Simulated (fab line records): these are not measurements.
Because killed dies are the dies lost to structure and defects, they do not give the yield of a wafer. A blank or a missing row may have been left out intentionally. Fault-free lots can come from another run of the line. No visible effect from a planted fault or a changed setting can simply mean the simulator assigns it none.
fab line records -- flow n5-finfet
record lots=7, wafers=21
route steps=1938 shown BEOL_M9@1456 BEOL_M11@1543 BEOL_M13@1673 BEOL_M14@1722
start-h: start of the lot's first displayed wafer, in hours after the record's first day -- wait-h: how many hours have passed since the lot's step before this one -- " repeats the value in the row above -- L1.1+2: a row that stands for several wafers -- - no value, or no start was given -- * or withheld: withheld -- < > ~ a bound
route shown NAME@n: names a module that has steps shown in the file, with the first one's number in the route -- usual: the fault-free wafers' mean and standard deviation -- same: alike in all rows -- chamber/n: place in a boat -- sites: the reading at each site -- _std_site: standard deviation across them -- _edge_site: mean of outer sites minus mean of inner sites -- radius-mm: for every site, how far away it sits from the centre of the wafer -- mask NAME#n: copy n -- behind: the tool/chamber that last shaped the wafer -- hold: the reason the lot was held/the length of the hold in hours/how it ended -- device: transistor that didn't switch, given as n, p or np -- end of line: the same wafers' tests at the end of the route -- a step without rows: its recipe alone -- killed: the dies lost at the first sort to structure and to defects; this is not the yield of the wafer -- map: a wafer's dies, marking killed ones x, the rest . and places with no die _
set.NAME: setting as actually run; set.NAME@STEP: the setting as run at that earlier step -- model.NAME: the simulator's own value behind a step, which no gauge read
lots with deliberately changed settings; one table per step, one row per wafer
## steps
# step N5_BEOL_M9_DEGAS_44
# recipe ambient=vacuum, temp-c=250, time-s=60
lot.wafer,tool,chamber,start-h,wait-h,set.temp-c
L074.2+3+5,pvd-sputter-01,-,216.55,0.2,250
L076.1+4,pvd-sputter-03,-,233.97,0.3,250
L076.6,pvd-sputter-03,-,233.97,0.3,241.3
L077.1,pvd-sputter-03,-,241.37,0.6,254.3
L077.3+5,pvd-sputter-03,-,241.37,0.6,250
L082.2,pvd-sputter-01,-,257.33,0.4,250
L082.3+6,pvd-sputter-01,-,257.33,0.4,241.6
L086.1+2+5,pvd-sputter-01,-,300.42,0.3,250
L091.1+2+6,pvd-sputter-01,-,304.28,0.6,250
L097.1+4+5,pvd-sputter-01,-,359.17,0.7,250
# step N5_BEOL_M9_PRE_CLEAN_45
# recipe gas=H2/He, time-s=30, temp-c=250
# step N5_BEOL_M9_ALD_74
# recipe material=TaN, target-thk-a=20, temp-c=275, ald-precursor-family=PDMAT, ald-co-reactant=NH3, pressure-torr=3, carrier-flow-sccm=1500, pulse-time-s=2, purge-time-s=3, co-reactant-purge-time-s=2, co-reactant-pulse-time-s=3, ald-cycles=40, precursor-vessel-temp-c=75, precursor-vessel-pressure-torr=26.25, precursor-vessel-carrier-sccm=1000
# step N5_BEOL_M9_ECD_50
# recipe material=Cu, target-thk-a=3180
# step N5_BEOL_M9_ANNEAL_51
# recipe temp-c=225, time-s=90, ambient=N2
# step N5_BEOL_M9_CMP_52
# recipe stop-on=SiCOH_lowk, t-overpolish-s=7, down-force-psi=1, platen-rpm=50, clearing-platen-down-force-psi=1.5, clearing-platen-rpm=50, post-cmp-clean=cu-alkaline, target-thk-nm=140, clearing-platen-pad-velocity-m-s=0.99484, pad-velocity-m-s=0.99484
lot.wafer,tool,chamber,start-h,wait-h,set.time-s@BEOL_M9_TRENCH_ETCH_37,model.Cu_of_BEOL_M9_ECD_50.thk-nm
L074.2,cmp-01,2,218.05,0.2,49,143.2
L074.3,cmp-01,3,218.05,0.2,49,137.6
L074.5,cmp-01,2,218.05,0.2,49,139.4
L076.1,cmp-01,2,236.06,0.3,55.11,158
L076.4,cmp-01,1,236.06,0.3,49,145.2
L076.6,cmp-01,3,236.06,0.3,49,143.6
L077.3,cmp-02,2,244.26,0.2,41.36,116.8
L077.1,cmp-02,3,244.26,0.2,49,136.6
L077.5,cmp-02,0,244.26,0.2,41.36,115
L082.2,cmp-02,3,259.02,0.3,49,137
L082.3,cmp-02,0,259.02,0.3,49,136.8
L082.6,cmp-02,2,259.02,0.3,49,136.6
L086.1,cmp-02,1,301.84,0.3,49,135.6
L086.2,cmp-02,2,301.84,0.3,49,138
L086.5,cmp-02,2,301.84,0.3,49,135.4
L091.2,cmp-01,0,305.89,0.2,49,136.6
L091.1,cmp-01,1,305.89,0.2,49,140
L091.6,cmp-01,1,305.89,0.2,49,142
L097.1,cmp-01,0,360.82,0.3,49,137.4
L097.4,cmp-01,2,360.82,0.3,49,138.2
L097.5,cmp-01,0,360.82,0.3,41.01,111.2
# step N5_BEOL_M9_THK_MEAS_53
# recipe thk-meas-gauge=xrf, reads=Cu_of_BEOL_M9_ECD_50
# usual M9_THK=140.9/2.9
lot.wafer,tool,chamber,start-h,wait-h,set.time-s@BEOL_M9_TRENCH_ETCH_37,M9_THK[nm]
L074.2,film-metro-02,-,218.35,-,49,145.2
L074.3,film-metro-02,-,218.35,-,49,140.4
L074.5,film-metro-02,-,218.35,-,49,141.5
L076.1,film-metro-02,-,236.35,-,55.11,160.6
L076.4,film-metro-02,-,236.35,-,49,147.2
L076.6,film-metro-02,-,236.35,-,49,145.7
L077.1,film-metro-02,-,244.48,-,49,137.9
L077.3,film-metro-02,-,244.48,-,41.36,118.4
L077.5,film-metro-02,-,244.48,-,41.36,116.7
L082.2,film-metro-02,-,259.28,-,49,140.5
L082.3,film-metro-02,-,259.28,-,49,139.7
L082.6,film-metro-02,-,259.28,-,49,139.3
L086.1,film-metro-02,-,302.13,-,49,136.8
L086.2,film-metro-02,-,302.13,-,49,139.8
L086.5,film-metro-02,-,302.13,-,49,136.9
L091.1,film-metro-02,-,306.18,-,49,142.0
L091.2,film-metro-02,-,306.18,-,49,138.0
L091.6,film-metro-02,-,306.18,-,49,144.8
L097.1,film-metro-02,-,361.11,-,49,140.1
L097.4,film-metro-02,-,361.11,-,49,140.9
L097.5,film-metro-02,-,361.11,-,41.01,113.7
# step N5_BEOL_M9_PRE_CLEAN_55
# recipe gas=NH3, time-s=15, temp-c=withheld, rf-power-w=300
# step N5_BEOL_M9_DEP_56
# recipe material=SiCN, target-thk-a=150, temp-c=withheld, precursor=3MS/NH3, pressure-torr=3, rf-w=202, time-s=26.5
# step N5_BEOL_M9_RS_MEAS_57
# recipe thk-meas-gauge=four-point-probe, reads=Cu_of_BEOL_M9_ECD_50+Co_of_BEOL_M9_CVD_78+TaN_of_BEOL_M9_ALD_74
# usual M9_RS=0.153/0.0032
lot.wafer,tool,chamber,start-h,wait-h,set.time-s@BEOL_M9_TRENCH_ETCH_37,M9_RS[ohm/sq]
L074.2,film-metro-02,-,218.48,0.1,49,0.147
L074.3,film-metro-02,-,218.48,0.1,49,0.154
L074.5,film-metro-02,-,218.48,0.1,49,0.152
L076.1,film-metro-02,-,236.74,0.3,55.11,0.132
L076.4,film-metro-02,-,236.74,0.3,49,0.145
L076.6,film-metro-02,-,236.74,0.3,49,0.147
L077.1,film-metro-01,-,244.61,0.1,49,0.155
L077.3,film-metro-01,-,244.61,0.1,41.36,0.185
L077.5,film-metro-01,-,244.61,0.1,41.36,0.188
L082.2,film-metro-01,-,259.42,0.1,49,0.154
L082.3,film-metro-01,-,259.42,0.1,49,0.155
L082.6,film-metro-01,-,259.42,0.1,49,0.155
L086.1,film-metro-01,-,302.27,0.1,49,0.156
L086.2,film-metro-01,-,302.27,0.1,49,0.154
L086.5,film-metro-01,-,302.27,0.1,49,0.157
L091.1,film-metro-01,-,306.32,0.1,49,0.151
L091.2,film-metro-01,-,306.32,0.1,49,0.155
L091.6,film-metro-01,-,306.32,0.1,49,0.149
L097.1,film-metro-01,-,361.25,0.1,49,0.154
L097.4,film-metro-01,-,361.25,0.1,49,0.153
L097.5,film-metro-01,-,361.25,0.1,41.01,0.195
# step N5_BEOL_M11_COAT_05
# recipe resist=CAR-ArF, spin-rpm=1500, resist-thk-nm=90
lot.wafer,tool,chamber,start-h,wait-h,set.spin-rpm,model.CAR-ArF_of_BEOL_M11_COAT_05.thk-nm
L074.2,litho-track-02,0,-,-,1500,90.2
L074.3+5,litho-track-02,0,-,-,1345,95.2
L076.1,litho-track-04,0,-,-,1633,85.6
L076.4,litho-track-04,0,-,-,1500,89.6
L076.6,litho-track-04,0,-,-,1633,86
L077.1+3+5,litho-track-02,0,-,-,1500,90.4
L082.2+6,litho-track-02,0,-,-,1500,89.8
L082.3,litho-track-02,0,-,-,1500,89.6
L086.1,litho-track-03,0,-,-,1500,90
L086.2,litho-track-03,0,-,-,1341,95
L086.5,litho-track-03,0,-,-,1341,94.6
L091.1,litho-track-04,0,-,-,1500,89.6
L091.2,litho-track-04,0,-,-,1500,89.4
L091.6,litho-track-04,0,-,-,1500,90
L097.1,litho-track-03,0,-,-,1500,90
L097.4+5,litho-track-03,0,-,-,1500,89.8
# step N5_BEOL_M11_DESCUM_16
# recipe chemistry=O2, time-s=7.9, source-power-w=50, bias-power-w=20, pressure-mtorr=20, rf-frequency-hz=2.712e+07, temp-c=40, resist=CAR-ArF, o2-flow-sccm=225
lot.wafer,tool,chamber,start-h,wait-h,set.time-s,set.spin-rpm@BEOL_M11_COAT_05,model.CAR-ArF_of_BEOL_M11_COAT_05.thk-nm
L074.2,rie-diel-01,2,228.59,0.0,7.9,1500,83.6
L074.3,rie-diel-01,0,228.59,0.0,7.9,1345,88.6
L074.5,rie-diel-01,0,228.59,0.0,7.9,1345,88.8
L076.1,rie-diel-01,3,247.69,0.1,7.9,1633,79
L076.4,rie-diel-01,1,247.69,0.1,7.9,1500,83
L076.6,rie-diel-01,1,247.69,0.1,7.9,1633,79.4
L077.1+3,rie-diel-02,"0,2",257.19,0.0,7.9,1500,83.8
L077.5,rie-diel-02,1,257.19,0.0,6.778,1500,84.6
L082.2,rie-diel-02,0,271.44,0.2,7.9,1500,83.2
L082.3,rie-diel-02,2,271.44,0.2,8.605,1500,82.6
L082.6,rie-diel-02,1,271.44,0.2,8.605,1500,82.8
L086.1,rie-diel-01,3,312.51,0.0,8.625,1500,82.8
L086.2,rie-diel-01,1,312.51,0.0,8.625,1341,88
L086.5,rie-diel-01,1,312.51,0.0,8.625,1341,87.8
L091.1,rie-diel-02,1,317.24,0.5,7.9,1500,83
L091.2,rie-diel-02,2,317.24,0.5,7.9,1500,82.8
L091.6,rie-diel-02,2,317.24,0.5,7.9,1500,83.4
L097.1,rie-diel-03,2,373.37,0.3,9.555,1500,82.6
L097.4,rie-diel-03,1,373.37,0.3,7.9,1500,83.4
L097.5,rie-diel-03,2,373.37,0.3,7.9,1500,83.2
# step N5_BEOL_M11_TRENCH_ETCH_37
# recipe chemistry=C4F6/O2, target-depth-a=1488.3, target=SiCOH_lowk, time-s=48, ion-energy-ev=250, pressure-mtorr=30, source-w=345, bias-w=185, Ar_flow_sccm=300, C4F6_flow_sccm=10, O2_flow_sccm=10
# usual rf-vpp-V=664/14
lot.wafer,tool,chamber,start-h,wait-h,set.bias-w,rf-vpp-V,model.etch.depth-nm,model.BEOL_M11.feature-depth-nm
L074.2,rie-diel-03,2,-,-,185,683,147.2,147.2
L074.3,rie-diel-03,1,-,-,185,643,145.5,145.4
L074.5,rie-diel-03,0,-,-,185,644,145.2,145.2
L076.1,rie-diel-02,3,-,-,185,664,146.5,146.4
L076.4,rie-diel-02,2,-,-,185,660,149.5,149.4
L076.6,rie-diel-02,3,-,-,185,666,145.8,145.8
L077.1,rie-diel-02,0,-,-,209.3,731,149,149
L077.3,rie-diel-02,1,-,-,209.3,734,149.5,149.6
L077.5,rie-diel-02,0,-,-,185,663,142.5,142.4
L082.2,rie-diel-02,3,-,-,185,667,148.7,148.8
L082.3,rie-diel-02,1,-,-,202.8,715,150.1,150
L082.6,rie-diel-02,3,-,-,185,666,147.8,147.8
L086.1,rie-diel-03,2,-,-,185,683,145.5,145.6
L086.2,rie-diel-03,1,-,-,185,641,144.9,144.8
L086.5,rie-diel-03,1,-,-,156.5,561,136.8,136.8
L091.1,rie-diel-03,0,-,-,185,644,147.6,147.6
L091.2,rie-diel-03,3,-,-,185,683,145.3,145.2
L091.6,rie-diel-03,3,-,-,185,683,146.4,146.4
L097.1,rie-diel-02,1,-,-,213.4,757,158.8,158.8
L097.4,rie-diel-02,2,-,-,185,661,148.8,148.8
L097.5,rie-diel-02,2,-,-,185,661,149,149
# step N5_BEOL_M11_ETCH_41
# recipe chemistry=CH3F/O2, target=SiCN, target-depth-a=426, taper-deg=2, time-s=86, ion-energy-ev=120, mask-material=TiN, pressure-mtorr=30, source-w=395, bias-w=75, Ar_flow_sccm=150, CH3F_flow_sccm=30, O2_flow_sccm=20
# step N5_BEOL_M11_STRIP_77
# recipe chemistry=N2/H2, time-s=10, power-w=450, temp-c=40, pressure-mtorr=20, rf-frequency-hz=6e+07, bias-power-w=7, n2-flow-sccm=200, h2-flow-sccm=200
# step N5_BEOL_M11_OCD_MEAS_38
# usual trench-depth-nm=146.8/2.3
lot.wafer,tool,chamber,start-h,wait-h,set.bias-w@BEOL_M11_TRENCH_ETCH_37,trench-depth-nm
L074.2,ocd-02,-,230.12,-,185,146.9
L074.3,ocd-02,-,230.12,-,185,145.2
L074.5,ocd-02,-,230.12,-,185,145.3
L076.1,ocd-02,-,252.70,-,185,146.6
L076.4,ocd-02,-,252.70,-,185,149.5
L076.6,ocd-02,-,252.70,-,185,145.8
L077.1,ocd-02,-,260.10,-,209.3,148.8
L077.3,ocd-02,-,260.10,-,209.3,150.3
L077.5,ocd-02,-,260.10,-,185,142.6
L082.2,ocd-01,-,274.51,-,185,148.7
L082.3,ocd-01,-,274.51,-,202.8,150.1
L082.6,ocd-01,-,274.51,-,185,148.4
L086.1,ocd-02,-,316.46,-,185,145.6
L086.2,ocd-02,-,316.46,-,185,144.8
L086.5,ocd-02,-,316.46,-,156.5,136.6
L091.1,ocd-01,-,319.89,-,185,147.3
L091.2,ocd-01,-,319.89,-,185,145.5
L091.6,ocd-01,-,319.89,-,185,146.3
L097.1,ocd-01,-,374.86,-,213.4,159.1
L097.4,ocd-01,-,374.86,-,185,148.8
L097.5,ocd-01,-,374.86,-,185,148.7
# step N5_BEOL_M11_CURE_72
# recipe temp-c=370, time-s=120, ambient=DMADMS/He, material=SiCOH_lowk
lot.wafer,tool,chamber,start-h,wait-h,set.time-s
L074.2+5,uv-cure-02,1,230.36,0.1,100.4
L074.3,uv-cure-02,1,230.36,0.1,120
L076.1+4+6,uv-cure-01,0,252.90,0.0,120
L077.1+3+5,uv-cure-03,2,260.30,0.0,120
L082.2+3,uv-cure-02,1,274.76,0.1,120
L082.6,uv-cure-02,1,274.76,0.1,99.72
L086.1+5,uv-cure-02,1,316.66,0.0,120
L086.2,uv-cure-02,1,316.66,0.0,94.69
L091.1+2+6,uv-cure-01,0,320.08,0.0,120
L097.1+4+5,uv-cure-02,0,375.22,0.2,120
# step N5_BEOL_M11_DEGAS_44
# recipe ambient=vacuum, temp-c=250, time-s=60
# step N5_BEOL_M11_PRE_CLEAN_45
# recipe gas=H2/He, time-s=30, temp-c=250
# step N5_BEOL_M11_ECD_50
# recipe material=Cu, target-thk-a=3180
# step N5_BEOL_M11_ANNEAL_51
# recipe temp-c=225, time-s=90, ambient=N2
# step N5_BEOL_M11_CMP_52
# recipe stop-on=SiCOH_lowk, t-overpolish-s=7, down-force-psi=1, platen-rpm=50, clearing-platen-down-force-psi=1.5, clearing-platen-rpm=50, post-cmp-clean=cu-alkaline, target-thk-nm=140, clearing-platen-pad-velocity-m-s=0.99484, pad-velocity-m-s=0.99484
lot.wafer,tool,chamber,start-h,wait-h,set.bias-w@BEOL_M11_TRENCH_ETCH_37,model.Cu_of_BEOL_M11_ECD_50.thk-nm
L074.2,cmp-02,3,232.72,0.4,185,137
L074.3+5,cmp-02,"2,0",232.72,0.4,185,136.2
L076.1,cmp-03,0,257.26,0.4,185,138.4
L076.4,cmp-03,3,257.26,0.4,185,142
L076.6,cmp-03,1,257.26,0.4,185,137.4
L077.3,cmp-04,1,262.72,0.2,209.3,140.4
L077.1,cmp-04,3,262.72,0.2,209.3,140.2
L077.5,cmp-04,1,262.72,0.2,185,133.4
L082.2,cmp-04,0,276.78,0.5,185,139.2
L082.3,cmp-04,1,276.78,0.5,202.8,142.2
L082.6,cmp-04,2,276.78,0.5,185,139.6
L086.1,cmp-03,3,320.32,0.3,185,137.6
L086.2,cmp-03,2,320.32,0.3,185,137
L086.5,cmp-03,3,320.32,0.3,156.5,128.2
L091.1,cmp-03,2,322.47,0.3,185,140
L091.2,cmp-03,0,322.47,0.3,185,136
L091.6,cmp-03,2,322.47,0.3,185,138.8
L097.1,cmp-02,2,378.07,0.3,213.4,150.6
L097.4,cmp-02,3,378.07,0.3,185,138.2
L097.5,cmp-02,1,378.07,0.3,185,141.6
# step N5_BEOL_M11_THK_MEAS_53
# recipe thk-meas-gauge=xrf, reads=Cu_of_BEOL_M11_ECD_50
# usual M11_THK=140.2/2.7
lot.wafer,tool,chamber,start-h,wait-h,set.bias-w@BEOL_M11_TRENCH_ETCH_37,M11_THK[nm]
L074.2,film-metro-02,-,233.02,-,185,138.5
L074.3,film-metro-02,-,233.02,-,185,137.9
L074.5,film-metro-02,-,233.02,-,185,137.1
L076.1,film-metro-01,-,257.56,-,185,140.6
L076.4,film-metro-01,-,257.56,-,185,143.4
L076.6,film-metro-01,-,257.56,-,185,139.8
L077.1,film-metro-02,-,262.98,-,209.3,142.2
L077.3,film-metro-02,-,262.98,-,209.3,142.3
L077.5,film-metro-02,-,262.98,-,185,135.6
L082.2,film-metro-01,-,277.00,-,185,141.5
L082.3,film-metro-01,-,277.00,-,202.8,143.7
L082.6,film-metro-01,-,277.00,-,185,140.9
L086.1,film-metro-01,-,320.62,-,185,140.2
L086.2,film-metro-01,-,320.62,-,185,139.3
L086.5,film-metro-01,-,320.62,-,156.5,131.1
L091.1,film-metro-02,-,322.73,-,185,141.8
L091.2,film-metro-02,-,322.73,-,185,137.1
L091.6,film-metro-02,-,322.73,-,185,141.0
L097.1,film-metro-01,-,378.33,-,213.4,155.6
L097.4,film-metro-01,-,378.33,-,185,143.1
L097.5,film-metro-01,-,378.33,-,185,146.3
# step N5_BEOL_M11_PRE_CLEAN_55
# recipe gas=NH3, time-s=15, temp-c=withheld, rf-power-w=300
# step N5_BEOL_M11_DEP_56
# recipe material=SiCN, target-thk-a=300, temp-c=withheld, precursor=3MS/NH3, pressure-torr=3, rf-w=675, time-s=10.5
# step N5_BEOL_M11_RS_MEAS_57
# recipe thk-meas-gauge=four-point-probe, reads=Cu_of_BEOL_M11_ECD_50+Co_of_BEOL_M11_CVD_75+TaN_of_BEOL_M11_ALD_74
# usual M11_RS=0.154/0.003
lot.wafer,tool,chamber,start-h,wait-h,set.bias-w@BEOL_M11_TRENCH_ETCH_37,M11_RS[ohm/sq]
L074.2,film-metro-02,-,233.14,0.0,185,0.155
L074.3,film-metro-02,-,233.14,0.0,185,0.155
L074.5,film-metro-02,-,233.14,0.0,185,0.156
L076.1,film-metro-02,-,257.68,0.0,185,0.153
L076.4,film-metro-02,-,257.68,0.0,185,0.149
L076.6,film-metro-02,-,257.68,0.0,185,0.154
L077.1,film-metro-02,-,263.13,0.1,209.3,0.151
L077.3,film-metro-02,-,263.13,0.1,209.3,0.151
L077.5,film-metro-02,-,263.13,0.1,185,0.159
L082.2,film-metro-01,-,277.12,0.0,185,0.152
L082.3,film-metro-01,-,277.12,0.0,202.8,0.148
L082.6,film-metro-01,-,277.12,0.0,185,0.152
L086.1,film-metro-01,-,320.74,0.0,185,0.154
L086.2,film-metro-01,-,320.74,0.0,185,0.155
L086.5,film-metro-01,-,320.74,0.0,156.5,0.167
L091.1,film-metro-01,-,322.85,0.0,185,0.151
L091.2,film-metro-01,-,322.85,0.0,185,0.156
L091.6,film-metro-01,-,322.85,0.0,185,0.153
L097.1,film-metro-01,-,378.45,0.0,213.4,0.139
L097.4,film-metro-01,-,378.45,0.0,185,0.153
L097.5,film-metro-01,-,378.45,0.0,185,0.149
# step N5_BEOL_M13_ETCH_59
# recipe chemistry=N2/H2, target=BARC, target-depth-a=890, overetch-a=267, time-s=67.9, ion-energy-ev=200, pressure-mtorr=30, source-w=840, bias-w=150, n2-flow-sccm=200, h2-flow-sccm=200
lot.wafer,tool,chamber,start-h,wait-h,set.time-s,model.coat_of_BEOL_M13_COAT_04.thk-nm
L074.2,rie-diel-02,0,242.90,0.0,67.9,318.6
L074.3,rie-diel-02,3,242.90,0.0,67.9,317
L074.5,rie-diel-02,2,242.90,0.0,67.9,315.4
L076.1,rie-diel-02,3,262.95,0.0,67.9,317.4
L076.4,rie-diel-02,0,262.95,0.0,67.9,317.8
L076.6,rie-diel-02,2,262.95,0.0,67.9,316.4
L077.1,rie-diel-02,3,278.41,0.0,67.9,316.8
L077.3,rie-diel-02,1,278.41,0.0,67.9,318.2
L077.5,rie-diel-02,1,278.41,0.0,67.9,318.4
L082.2,rie-diel-01,1,282.29,0.0,67.9,318.6
L082.3,rie-diel-01,3,282.29,0.0,67.9,315.4
L082.6,rie-diel-01,2,282.29,0.0,82.11,301.2
L086.1,rie-diel-01,0,327.43,0.0,67.9,318.2
L086.2,rie-diel-01,2,327.43,0.0,67.9,315.2
L086.5,rie-diel-01,1,327.43,0.0,67.9,318
L091.1,rie-diel-02,0,329.75,0.0,67.9,319
L091.2,rie-diel-02,2,329.75,0.0,67.9,318
L091.6,rie-diel-02,3,329.75,0.0,67.9,318.4
L097.1,rie-diel-01,2,385.87,0.0,67.9,316
L097.4,rie-diel-01,0,385.87,0.0,82.93,307
L097.5,rie-diel-01,3,385.87,0.0,67.9,313
# step N5_BEOL_M13_COAT_22
# recipe spin-rpm=2888, resist-thk-nm=300
lot.wafer,tool,chamber,start-h,wait-h,set.spin-rpm,model.coat_of_BEOL_M13_COAT_22.thk-nm
L074.2,litho-track-02,0,-,-,2588,318.2
L074.3+5,litho-track-02,0,-,-,2888,301.6
L076.1,litho-track-05,0,-,-,2768,306.8
L076.4,litho-track-05,0,-,-,2888,300.2
L076.6,litho-track-05,0,-,-,2768,306.4
L077.1,litho-track-02,0,-,-,2777,305.6
L077.3+5,litho-track-02,0,-,-,2777,305.2
L082.2,litho-track-02,0,-,-,2888,301.6
L082.3+6,litho-track-02,0,-,-,2888,300.4
L086.1,litho-track-04,0,-,-,2707,311.6
L086.2,litho-track-04,0,-,-,2707,309.6
L086.5,litho-track-04,0,-,-,2888,300.6
L091.1,litho-track-04,0,-,-,2888,300.6
L091.2,litho-track-04,0,-,-,2888,301.2
L091.6,litho-track-04,0,-,-,2888,300.8
L097.1,litho-track-02,0,-,-,2888,301.6
L097.4,litho-track-02,0,-,-,2888,300.8
L097.5,litho-track-02,0,-,-,2888,301.8
# step N5_BEOL_M14_EXPOSE_07
# recipe mask-id=V13, na=0.8, source-shape=annular, sigma-inner=0.5, sigma-outer=0.8, polarization=unpolarized, attpsm-phase-deg=180, dose-mj=57
lot.wafer,tool,chamber,start-h,wait-h,mask,set.dose-mj
L074.2+3+5,krf-scanner-02,0,247.21,-,V13#0,57
L076.1+4+6,krf-scanner-01,0,268.20,-,V13#0,57
L077.1+3+5,krf-scanner-01,0,284.52,-,V13#0,57
L082.2+6,krf-scanner-02,0,293.26,-,V13#0,57
L082.3,krf-scanner-02,0,293.26,-,V13#0,58.51
L086.1+5,krf-scanner-02,0,332.01,-,V13#0,59.28
L086.2,krf-scanner-02,0,332.01,-,V13#0,57
L091.1+2+6,krf-scanner-02,0,334.09,-,V13#0,57
L097.1+5,krf-scanner-02,0,392.08,-,V13#0,53.02
L097.4,krf-scanner-02,0,392.08,-,V13#0,57
# step N5_BEOL_M14_PEB_08
# recipe peb-temp-c=130, peb-time-s=90
# step N5_BEOL_M14_DEVELOP_09
# recipe develop-time-s=45, rinse-liquid=diw, dry=air-spin, dev-temp-c=21
# step N5_BEOL_M14_HARDBAKE_14
# recipe temp-c=130, time-s=120
# step N5_BEOL_M14_CD_MEAS_10
# recipe target-cd-nm=250, landing-energy-ev=500, detector=se-inlens, polarity=opening
# usual cd-nm=251.1/1.4
lot.wafer,tool,chamber,start-h,wait-h,set.dose-mj@BEOL_M14_EXPOSE_07,cd-nm
L074.2,cd-sem-01,0,247.38,-,57,247.1
L074.3,cd-sem-01,0,247.38,-,57,247.9
L074.5,cd-sem-01,0,247.38,-,57,248.6
L076.1,cd-sem-02,0,268.38,-,57,251.4
L076.4,cd-sem-02,0,268.38,-,57,249.4
L076.6,cd-sem-02,0,268.38,-,57,250.0
L077.1,cd-sem-01,0,284.69,-,57,252.0
L077.3,cd-sem-01,0,284.69,-,57,250.4
L077.5,cd-sem-01,0,284.69,-,57,254.1
L082.2,cd-sem-03,0,293.43,-,57,251.9
L082.3,cd-sem-03,0,293.43,-,58.51,257.7
L082.6,cd-sem-03,0,293.43,-,57,252.4
L086.1,cd-sem-01,0,332.18,-,59.28,257.2
L086.2,cd-sem-01,0,332.18,-,57,251.8
L086.5,cd-sem-01,0,332.18,-,59.28,257.9
L091.1,cd-sem-03,0,334.26,-,57,250.2
L091.2,cd-sem-03,0,334.26,-,57,250.7
L091.6,cd-sem-03,0,334.26,-,57,250.4
L097.1,cd-sem-02,0,392.25,-,53.02,241.1
L097.4,cd-sem-02,0,392.25,-,57,252.4
L097.5,cd-sem-02,0,392.25,-,53.02,240.9
## key
split step=N5_BEOL_M9_DEGAS_44, setting=temp-c, stated=250, by=wafer
response none clear
split step=N5_BEOL_M11_COAT_05, setting=spin-rpm, stated=1500, by=wafer
response step=N5_BEOL_M11_COAT_05, reading=model.CAR-ArF_of_BEOL_M11_COAT_05.thk-nm, change=-0.458, per=1%, r=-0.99
response step=N5_BEOL_M11_DESCUM_16, reading=model.CAR-ArF_of_BEOL_M11_COAT_05.thk-nm, change=-0.472, per=1%, r=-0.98
split step=N5_BEOL_M11_DESCUM_16, setting=time-s, stated=7.9, by=wafer
response none clear
split step=N5_BEOL_M11_TRENCH_ETCH_37, setting=bias-w, stated=185, by=wafer
response step=N5_BEOL_M11_TRENCH_ETCH_37, reading=rf-vpp-V, change=+5.99, per=1%, r=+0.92
response step=N5_BEOL_M11_TRENCH_ETCH_37, reading=model.etch.depth-nm, change=+0.527, per=1%, r=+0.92
response step=N5_BEOL_M11_TRENCH_ETCH_37, reading=model.BEOL_M11.feature-depth-nm, change=+0.526, per=1%, r=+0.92
response step=N5_BEOL_M11_OCD_MEAS_38, reading=trench-depth-nm, change=+0.541, per=1%, r=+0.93
response step=N5_BEOL_M11_CMP_52, reading=model.Cu_of_BEOL_M11_ECD_50.thk-nm, change=+0.572, per=1%, r=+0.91
response step=N5_BEOL_M11_THK_MEAS_53, reading=M11_THK, change=+0.558, per=1%, r=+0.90
response step=N5_BEOL_M11_RS_MEAS_57, reading=M11_RS, change=-0.000685, per=1%, r=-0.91
split step=N5_BEOL_M11_CURE_72, setting=time-s, stated=120, by=wafer
response none clear
split step=N5_BEOL_M13_ETCH_59, setting=time-s, stated=67.9, by=wafer
response step=N5_BEOL_M13_ETCH_59, reading=model.coat_of_BEOL_M13_COAT_04.thk-nm, change=-0.535, per=1%, r=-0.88
split step=N5_BEOL_M13_COAT_22, setting=spin-rpm, stated=2888, by=wafer
response step=N5_BEOL_M13_COAT_22, reading=model.coat_of_BEOL_M13_COAT_22.thk-nm, change=-1.59, per=1%, r=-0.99
split step=N5_BEOL_M14_EXPOSE_07, setting=dose-mj, stated=57, by=wafer
response step=N5_BEOL_M14_CD_MEAS_10, reading=cd-nm, change=+1.63, per=1%, r=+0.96
split outside-this-file step=N5_BEOL_M9_TRENCH_ETCH_37 setting=time-s
# split outside-this-file: this setting was split too, and the file shows its column; the key of that split is in another file
